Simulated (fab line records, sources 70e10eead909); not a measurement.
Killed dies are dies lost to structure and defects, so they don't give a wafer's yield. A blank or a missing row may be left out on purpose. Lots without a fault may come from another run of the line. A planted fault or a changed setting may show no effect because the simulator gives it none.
Chamber matching | flow nand_harc | NHARC_P_BONDPAD_DEP_00 on pecvd-01: 3 sister chambers
The step deposits SiCN, target thk 250 nm. 6 wafers are shown with their chamber, then 8 later ones without.

WAFERS WITH THEIR CHAMBER
wafer  | chamber | heater_power_w (W)
L080.3 | 1       | 690
L084.4 | 1       | 676
L084.6 | 2       | 421
L087.4 | 0       | 776
L087.5 | 2       | 387
L089.1 | 0       | 740

WAFERS WITHOUT THEIR CHAMBER
wafer  | heater_power_w (W)
L089.4 | 757
L089.5 | 470
L095.2 | 406
L095.5 | 645
L095.6 | 425
L097.3 | 665
L097.4 | 792
L097.6 | 667

WHICH CHAMBER EACH WENT THROUGH
wafer  | from the rows above | in truth
L089.4 | 0                   | 0
L089.5 | 2                   | 2
L095.2 | 2                   | 2
L095.5 | 1                   | 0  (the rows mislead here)
L095.6 | 2                   | 2
L097.3 | 1                   | 1
L097.4 | 0                   | 0
L097.6 | 1                   | 1
Placed correctly: 7 of 8. Can't be placed from these rows: 0. Placed wrongly: 1.
How it was worked out, from the rows above alone: a wafer's distance from a chamber is the root of the sum, over the readings, of the square of ((its reading less the chamber's mean) divided by the reading's scatter). The wafer belongs to the nearest chamber; if the next one is less than 2 further off, it can't be placed. A chamber's mean is the mean of its shown wafers. The scatter: the root of (the sum of the squares of (reading less its chamber's mean) over the shown wafers, divided by (wafers less chambers)).
